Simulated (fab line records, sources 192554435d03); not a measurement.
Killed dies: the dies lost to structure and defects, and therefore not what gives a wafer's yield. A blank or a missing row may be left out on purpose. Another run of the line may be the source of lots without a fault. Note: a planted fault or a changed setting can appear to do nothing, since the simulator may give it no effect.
3 desks looking at one fault ; flow n5Finfet ; each desk holds nothing but its own numbers, with what lay behind them at the end

## THE TOOL OWNER'S DESK: cmp-03
The tool's own readings at N5_BEOL_M10_CMP_52 (polishes, stops on SiCOH lowk, t overpolish 7 s, target thk 140 nm): means of the sampled wafers that have a number, for each lot that ran on this tool. A lot is out of limits, marked OUT, if its mean lies more than 4 standard deviations from the usual mean; the brackets give that distance.
Columns: A = barrierFieldEndpointS at N5_BEOL_M10_CMP_52, usual 28.9 s; B = headPressurePsi at N5_BEOL_M10_CMP_52, usual 1.0001 psi; C = motorCurrentA at N5_BEOL_M10_CMP_52, usual 6.1 A; D = overpolishRunS at N5_BEOL_M10_CMP_52, usual 6.999 s; E = slurryFilterDpKPa at N5_BEOL_M10_CMP_52, usual 13.49 kPa; F = timeToEndpointS at N5_BEOL_M10_CMP_52, usual 66.5 s
lot;first seen here;A;B;C;D;E;F
L311;day 12 07:53;29.3;0.9999;6.3;7.008;13.55;67.7
L320;day 13 14:36;30.3;1.0012;5.0;7.004;13.56;67.4
L317;day 13 19:17;34.0 (+6.8) OUT;1.0015;6.2;4.680 (-99 or more) OUT;13.52;70.8
L321;day 14 01:22;35.1 (+8.2) OUT;1.0008;5.4;4.676 (-99 or more) OUT;13.53;74.7
L328;day 16 15:54;28.5;1.0005;5.9;6.996;13.43;65.0
This desk's verdict: out of limits on L317, L321, starting with L317 at day 13 19:17 (barrierFieldEndpointS at N5_BEOL_M10_CMP_52). L311, L320, L328 stayed within limits.

## METROLOGY DESK
What the gauges read, lot by lot, whatever tool the lot ran on: means of the sampled wafers that have a number. A lot is out of limits, marked OUT, if its mean lies more than 4 standard deviations from the usual mean; the brackets give that distance. Readings shown: 7 out of 11 (the first out of limits, and those lying furthest out on some lot).
Columns: A = DIBL_N at N5_BEOL_M4_RC_MEAS_101, usual 36.0 mV/V; B = DIBL_P at N5_BEOL_M4_RC_MEAS_101, usual 36.0 mV/V; C = IOFF_N at N5_BEOL_M4_RC_MEAS_101, usual 0.155 nA/um; D = IOFF_P at N5_BEOL_M4_RC_MEAS_101, usual 0.20 nA/um; E = SS_N at N5_BEOL_M4_RC_MEAS_101, usual 71.5 mV/dec; F = SS_P at N5_BEOL_M4_RC_MEAS_101, usual 73.2 mV/dec; G = M10_THK at N5_BEOL_M10_THK_MEAS_53, usual 140 nm
lot;first seen here;A;B;C;D;E;F;G
L309;day 8 19:13;35.5;35.3;0.158;0.22;71.8;72.7;140
L311;day 9 18:07;35.5;34.7;0.134;0.20;71.4;73.0;138
L312;day 9 22:37;40.5;40.1;0.216;0.27;72.5;74.4;136
L317;day 11 04:49;34.7;34.8;0.151;0.21;71.2;72.9;182 (+12) OUT
L320;day 11 06:49;35.8;35.6;0.170;0.20;71.8;73.6;135
L321;day 11 16:44;34.0;33.3;0.133;0.20;70.6;73.2;178 (+11) OUT
L325;day 12 19:56;37.3;38.8;0.187;0.25;71.7;74.2;139
L330;day 13 23:31;37.1;35.7;0.166;0.22;71.4;73.5;136
L328;day 14 00:02;33.6;33.1;0.129;0.18;71.0;72.4;138
Per this desk, out of limits: L317, L321; the first was L317, day 13 19:35 (M10_THK at N5_BEOL_M10_THK_MEAS_53). L309, L311, L312, L320, L325, L330, L328 stayed within limits.

## THE DEFECT DESK
Inspection counts along the route, by lot: the mean over sampled wafers that carry a number. A lot is out of limits, marked OUT, if its mean lies more than 4 standard deviations from the usual mean; the brackets give that distance.
Columns: A = rawDefectCount at N5_BEOL_M10_INSPECT_58, usual 63
lot;first seen here;A
L309;day 11 01:56;49
L312;day 12 08:00;56
L311;day 12 08:16;48
L320;day 13 15:04;49
L317;day 13 19:44;807 (+35) OUT
L321;day 14 01:47;765 (+33) OUT
L325;day 15 06:58;52
L330;day 16 12:11;55
L328;day 16 16:19;98
This desk's verdict: out of limits on L317, L321, starting with L317 at day 13 19:44 (rawDefectCount at N5_BEOL_M10_INSPECT_58). L309, L312, L311, L320, L325, L330, L328 stayed within limits.

## TAKEN TOGETHER
The tool owner's desk had the chance to raise an alarm at day 13 19:17 on L317, L321.
At day 13 19:35 the metrology desk could have sounded an alarm, on L317, L321.
The defect desk could have raised an alarm at day 13 19:44, on L317, L321.
N5_BEOL_M10_CMP_52 was run on cmp-03 by each of the lots named.

## WHAT THE SIMULATOR HAD PUT IN
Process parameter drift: cmp-03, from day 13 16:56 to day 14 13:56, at N5_BEOL_M10_CMP_52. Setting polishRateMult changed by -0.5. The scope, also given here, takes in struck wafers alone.
Lots struck among those shown: L317, L321.
Hours from the fault's start to each desk's first reading out of limits: the tool owner's desk, 2; the metrology desk, 3; the defect desk, 3.
